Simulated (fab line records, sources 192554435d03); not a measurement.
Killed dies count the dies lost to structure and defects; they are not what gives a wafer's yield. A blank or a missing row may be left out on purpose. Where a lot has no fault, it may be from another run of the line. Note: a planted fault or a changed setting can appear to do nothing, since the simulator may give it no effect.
Matching of chambers || flow n5 finfet || rie si-06 running N5_FIN_SAQP_ETCH_65: 4 sister chambers
The step etches SiO2 in CF4, target depth 4 nm, time 4.4 s. 22 wafers are shown with their chamber, then 11 later ones without.

## EACH WAFER AND ITS CHAMBER
{"wafer": "L074.4", "chamber": 2, "drypump motor current A (A)": 5.5, "throttle valve pct (%)": 21.89, "oes product au (a.u.)": 1.012}
{"wafer": "L074.5", "chamber": 3, "drypump motor current A (A)": 6.0, "throttle valve pct (%)": 21.80, "oes product au (a.u.)": 1.016}
{"wafer": "L074.6", "chamber": 0, "drypump motor current A (A)": 6.2, "throttle valve pct (%)": 21.61, "oes product au (a.u.)": 1.005}
{"wafer": "L076.1", "chamber": 1, "drypump motor current A (A)": 5.6, "throttle valve pct (%)": 21.82, "oes product au (a.u.)": 0.985}
{"wafer": "L076.3", "chamber": 0, "drypump motor current A (A)": 6.2, "throttle valve pct (%)": 21.62, "oes product au (a.u.)": 1.005}
{"wafer": "L076.4", "chamber": 3, "drypump motor current A (A)": 5.9, "throttle valve pct (%)": 21.79, "oes product au (a.u.)": 1.008}
{"wafer": "L079.2", "chamber": 1, "drypump motor current A (A)": 5.6, "throttle valve pct (%)": 21.80, "oes product au (a.u.)": 0.991}
{"wafer": "L079.3", "chamber": 0, "drypump motor current A (A)": 6.2, "throttle valve pct (%)": 21.63, "oes product au (a.u.)": 0.998}
{"wafer": "L079.6", "chamber": 0, "drypump motor current A (A)": 6.2, "throttle valve pct (%)": 21.60, "oes product au (a.u.)": 0.995}
{"wafer": "L081.1", "chamber": 0, "drypump motor current A (A)": 6.2, "throttle valve pct (%)": 21.62, "oes product au (a.u.)": 0.995}
{"wafer": "L081.3", "chamber": 3, "drypump motor current A (A)": 5.9, "throttle valve pct (%)": 21.81, "oes product au (a.u.)": 1.014}
{"wafer": "L081.4", "chamber": 2, "drypump motor current A (A)": 5.5, "throttle valve pct (%)": 21.90, "oes product au (a.u.)": 1.007}
{"wafer": "L082.2", "chamber": 1, "drypump motor current A (A)": 5.6, "throttle valve pct (%)": 21.80, "oes product au (a.u.)": 0.999}
{"wafer": "L082.3", "chamber": 3, "drypump motor current A (A)": 6.0, "throttle valve pct (%)": 21.79, "oes product au (a.u.)": 1.018}
{"wafer": "L082.4", "chamber": 2, "drypump motor current A (A)": 5.6, "throttle valve pct (%)": 21.90, "oes product au (a.u.)": 1.011}
{"wafer": "L084.3", "chamber": 2, "drypump motor current A (A)": 5.5, "throttle valve pct (%)": 21.87, "oes product au (a.u.)": 1.006}
{"wafer": "L084.5", "chamber": 3, "drypump motor current A (A)": 5.9, "throttle valve pct (%)": 21.79, "oes product au (a.u.)": 1.014}
{"wafer": "L084.6", "chamber": 0, "drypump motor current A (A)": 6.2, "throttle valve pct (%)": 21.63, "oes product au (a.u.)": 0.996}
{"wafer": "L088.2", "chamber": 0, "drypump motor current A (A)": 6.2, "throttle valve pct (%)": 21.62, "oes product au (a.u.)": 1.004}
{"wafer": "L088.4", "chamber": 1, "drypump motor current A (A)": 5.6, "throttle valve pct (%)": 21.81, "oes product au (a.u.)": 1.003}
{"wafer": "L088.6", "chamber": 1, "drypump motor current A (A)": 5.6, "throttle valve pct (%)": 21.81, "oes product au (a.u.)": 0.999}
{"wafer": "L091.4", "chamber": 3, "drypump motor current A (A)": 5.9, "throttle valve pct (%)": 21.81, "oes product au (a.u.)": 1.007}

SIGNATURES (averages over the wafers above)
{"reading": "drypump motor current A", "chamber 0": 6.200, "chamber 1": 5.600, "chamber 2": 5.525, "chamber 3": 5.933, "scatter within a chamber": 0.034}
{"reading": "throttle valve pct", "chamber 0": 21.6186, "chamber 1": 21.8080, "chamber 2": 21.8900, "chamber 3": 21.7983, "scatter within a chamber": 0.0107}
{"reading": "oes product au", "chamber 0": 0.99971, "chamber 1": 0.99540, "chamber 2": 1.00900, "chamber 3": 1.01283, "scatter within a chamber": 0.00511}
Rule: a wafer lies at a distance from a chamber equal to the root of the sum of squares, over the readings, of (its reading less the chamber's mean, divided by the reading's scatter). The wafer belongs to the nearest chamber; if the next one is less than 2 further off, it can't be placed. How the scatter is found: for the shown wafers, subtract from each reading the mean of its chamber, square and add these, divide the total by (wafers less chambers), then take the root.

## WAFERS WHOSE CHAMBER IS MISSING
{"wafer": "L091.5", "drypump motor current A (A)": 5.6, "throttle valve pct (%)": 21.79, "oes product au (a.u.)": 0.985}
{"wafer": "L091.6", "drypump motor current A (A)": 6.2, "throttle valve pct (%)": 21.62, "oes product au (a.u.)": 1.004}
{"wafer": "L094.2", "drypump motor current A (A)": 5.5, "throttle valve pct (%)": 21.88, "oes product au (a.u.)": 1.006}
{"wafer": "L094.4", "drypump motor current A (A)": 5.6, "throttle valve pct (%)": 21.81, "oes product au (a.u.)": 1.012}
{"wafer": "L094.5", "drypump motor current A (A)": 5.5, "throttle valve pct (%)": 21.88, "oes product au (a.u.)": 1.009}
{"wafer": "L095.2", "drypump motor current A (A)": 5.5, "throttle valve pct (%)": 21.89, "oes product au (a.u.)": 0.999}
{"wafer": "L095.3", "drypump motor current A (A)": 5.9, "throttle valve pct (%)": 21.78, "oes product au (a.u.)": 1.013}
{"wafer": "L095.6", "drypump motor current A (A)": 5.6, "throttle valve pct (%)": 21.87, "oes product au (a.u.)": 1.013}
{"wafer": "L097.3", "drypump motor current A (A)": 5.5, "throttle valve pct (%)": 21.88, "oes product au (a.u.)": 1.012}
{"wafer": "L097.4", "drypump motor current A (A)": 5.6, "throttle valve pct (%)": 21.82, "oes product au (a.u.)": 1.000}
{"wafer": "L097.5", "drypump motor current A (A)": 5.9, "throttle valve pct (%)": 21.80, "oes product au (a.u.)": 1.022}

## EACH ONE'S CHAMBER
{"wafer": "L091.5", "from the rows above": 1, "in truth": 1}
{"wafer": "L091.6", "from the rows above": 0, "in truth": 0}
{"wafer": "L094.2", "from the rows above": 2, "in truth": 2}
{"wafer": "L094.4", "from the rows above": 1, "in truth": 1}
{"wafer": "L094.5", "from the rows above": 2, "in truth": 2}
{"wafer": "L095.2", "from the rows above": 2, "in truth": 2}
{"wafer": "L095.3", "from the rows above": 3, "in truth": 3}
{"wafer": "L095.6", "from the rows above": 2, "in truth": 2}
{"wafer": "L097.3", "from the rows above": 2, "in truth": 2}
{"wafer": "L097.4", "from the rows above": 1, "in truth": 1}
{"wafer": "L097.5", "from the rows above": 3, "in truth": 3}
Correct placement for 11 of the 11. Not placeable from these rows: 0. Wrongly placed: 0.
